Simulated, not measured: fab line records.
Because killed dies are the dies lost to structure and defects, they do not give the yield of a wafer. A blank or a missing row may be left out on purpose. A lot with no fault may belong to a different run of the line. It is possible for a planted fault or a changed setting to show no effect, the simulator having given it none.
3 desks looking at one fault -- flow n5Finfet -- every desk sees just its own numbers, and what lay behind them comes last

THE DEFECT DESK
Inspection counts along the route, by lot: the mean over sampled wafers that carry a number. Any lot whose mean is over 4 standard deviations away from the usual mean is out of limits and marked OUT; that distance is given in the brackets.
Columns: A = rawDefectCount at N5_FIN_SAQP_INSPECT_40, usual 254; B = rawDefectCount at N5_FIN_CUT_INSPECT_10, usual 46; C = rawDefectCount at N5_FIN_CUT_INSPECT_17, usual 259
lot,first seen here,A,B,C
L918,day 2 03:52,315,58,298
L919,day 2 15:40,333,69,342
L921,day 2 21:40,220,41,221
L924,day 3 14:10,319,51,319
L925,day 3 21:26,242,43,245
L927,day 4 07:55,254,44,243
L928,day 4 17:30,190,30,193
L935,day 6 08:51,794 (+7.5) OUT,475 (+33) OUT,787 (+7.4) OUT
L936,day 6 14:10,631 (+5.2) OUT,444 (+31) OUT,621 (+5.1) OUT
L938,day 7 04:32,302,47,305
This desk's verdict: out of limits on L935, L936, starting with L935 at day 6 08:51 (rawDefectCount at N5_FIN_SAQP_INSPECT_40). Within limits: L918, L919, L921, L924, L925, L927, L928, L938.

AT THE TOOL OWNER'S DESK: rieDiel-06
The tool's own readings at N5_FIN_SAQP_HM_OPEN_33 (chemistry CH3F/O2, target SiNx, target depth 49.4 nm, time 70.6 s): means of the sampled wafers that have a number, for each lot that ran on this tool. Any lot whose mean is over 4 standard deviations away from the usual mean is out of limits and marked OUT; that distance is given in the brackets.
Columns: A = drypumpMotorCurrentA at N5_FIN_SAQP_HM_OPEN_33, usual 5.8 A; B = etchRfOnTimeS at N5_FIN_SAQP_HM_OPEN_33, usual 70.2 s; C = oes_f_703_au at N5_FIN_SAQP_HM_OPEN_33, usual 0.77 a.u.; D = oesProductAu at N5_FIN_SAQP_HM_OPEN_33, usual 0.66 a.u.; E = rfVppV at N5_FIN_SAQP_HM_OPEN_33, usual 295 V; F = showerheadPlenumPTorr at N5_FIN_SAQP_HM_OPEN_33, usual 2.03 Torr; G = throttleValvePct at N5_FIN_SAQP_HM_OPEN_33, usual 16.41 %
lot,first seen here,A,B,C,D,E,F,G
L918,day 2 03:19,6.1,71.7,0.69,0.61,301,2.08,16.66
L921,day 2 21:08,5.9,70.7,0.77,0.67,291,2.06,16.36
L925,day 3 20:54,5.5,69.3,0.78,0.67,286,2.03,16.25
L935,day 6 08:19,5.9,69.9,0.75,0.64,292,2.05,16.43
L936,day 6 13:38,5.6,71.4,0.79,0.66,286,2.07,16.32
This desk's verdict: no lot among the 5 shows anything out of limits.

THE METROLOGY DESK
Means of the sampled wafers that have a number, per lot and without regard to the tool the lot ran on: this is what the gauges read. Any lot whose mean is over 4 standard deviations away from the usual mean is out of limits and marked OUT; that distance is given in the brackets.
Columns: A = cdNm at N5_FIN_CUT_CD_MEAS_08, usual 29.1 nm
lot,first seen here,A
L918,day 2 04:19,29.0
L919,day 2 16:05,29.3
L921,day 2 22:06,29.2
L924,day 3 14:35,29.5
L925,day 3 21:44,29.2
L927,day 4 08:13,29.2
L928,day 4 17:56,29.6
L935,day 6 09:17,29.2
L936,day 6 14:35,29.4
L938,day 7 04:50,29.4
This desk's verdict: no lot among the 10 shows anything out of limits.

TAKEN TOGETHER
The defect desk could have raised an alarm at day 6 08:51, on L935, L936.
The tool owner's desk saw nothing out of limits.
Metrology desk: nothing out of limits seen.
Tool owner's desk: L935, L936 on record, inside its limits.
The metrology desk has L935, L936 on record, within its limits.
The lots listed all ran N5_FIN_SAQP_HM_OPEN_33 on rieDiel-06.

WHAT HAD BEEN PUT IN BY THE SIMULATOR
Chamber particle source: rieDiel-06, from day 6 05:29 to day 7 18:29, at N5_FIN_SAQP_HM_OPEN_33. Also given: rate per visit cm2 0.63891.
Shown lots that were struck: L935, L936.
Hours from the fault's start to each desk's first reading out of limits: the defect desk, 3.
